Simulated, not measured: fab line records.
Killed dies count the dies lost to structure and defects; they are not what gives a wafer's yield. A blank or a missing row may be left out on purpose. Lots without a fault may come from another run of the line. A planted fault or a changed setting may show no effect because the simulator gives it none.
2 desks looking at one fault -- flow n5Finfet -- each desk has only its own numbers; what lay behind them comes last

## THE METROLOGY DESK
What the gauges read for every lot (on any tool): the sampled wafers with a number, averaged. Marked OUT: a lot whose mean sits more than 4 standard deviations from the usual mean, which makes it out of limits; the brackets give that distance. Readings shown: 7 of its 11, picked as those furthest out on some lot.
Columns: A = M4_THK at N5_BEOL_M4_THK_MEAS_53, usual 40.8 nm; B = DIBL_N at N5_BEOL_M4_RC_MEAS_101, usual 36.4 mV/V; C = DIBL_P at N5_BEOL_M4_RC_MEAS_101, usual 36.4 mV/V; D = IOFF_N at N5_BEOL_M4_RC_MEAS_101, usual 0.16 nA/um; E = ION_P at N5_BEOL_M4_RC_MEAS_101, usual 465 uA/um; F = SS_N at N5_BEOL_M4_RC_MEAS_101, usual 71.5 mV/dec; G = SS_P at N5_BEOL_M4_RC_MEAS_101, usual 73.2 mV/dec
lot,first seen here,A,B,C,D,E,F,G
L151,day 9 21:39,39.3,36.3,38.3,0.18,464,71.5,73.4
L154,day 9 23:55,43.7,35.0,36.5,0.16,471,71.5,73.4
L156,day 10 01:55,40.1,38.0,38.9,0.18,465,72.1,73.7
L157,day 10 04:25,40.8,36.9,34.6,0.16,464,71.7,73.0
L159,day 11 06:34,41.2,36.6,35.0,0.15,459,71.8,72.6
L169,day 13 17:03,40.6,36.8,36.1,0.16,469,71.6,73.3
This desk found nothing out of limits on any of the 6 lots.

## TOOL OWNER'S DESK, cvdCo-02
The tool's own readings at N5_BEOL_M4_CO_CAP_55 (material Co, precursor CCTBA/H2, target thk 2 nm, time 102.1 s): means of the sampled wafers that have a number, for each lot that ran on this tool. Marked OUT: a lot whose mean sits more than 4 standard deviations from the usual mean, which makes it out of limits; the brackets give that distance.
Columns: A = heaterPowerW at N5_BEOL_M4_CO_CAP_55, usual 233 W; B = runLengthS at N5_BEOL_M4_CO_CAP_55, usual 125.1 s; C = susceptorTempC at N5_BEOL_M4_CO_CAP_55, usual 199.99 C
lot,first seen here,A,B,C
L151,day 9 21:43,234,124.8,200.04
L154,day 9 23:59,237,124.8,200.09
L156,day 10 02:00,232,96.6 (-58) OUT,-
L159,day 11 06:39,231,96.9 (-57) OUT,-
This desk's verdict: out of limits on L156, L159, starting with L156 at day 10 02:00 (runLengthS at N5_BEOL_M4_CO_CAP_55). L151, L154: within limits.

## PUT TOGETHER
The tool owner's desk had the chance to raise an alarm at day 10 02:00 on L156, L159.
The metrology desk saw nothing out of limits.
The metrology desk holds a record of L156, L159, inside its limits.
Of the lots named, all ran N5_BEOL_M4_CO_CAP_55 on cvdCo-02.

## WHAT HAD BEEN PUT IN BY THE SIMULATOR
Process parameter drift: cvdCo-02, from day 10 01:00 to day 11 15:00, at N5_BEOL_M4_CO_CAP_55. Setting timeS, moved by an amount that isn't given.
Shown lots that were struck: L156, L159.
Each desk's first reading out of limits, in hours after the fault started: the tool owner's desk, 1.
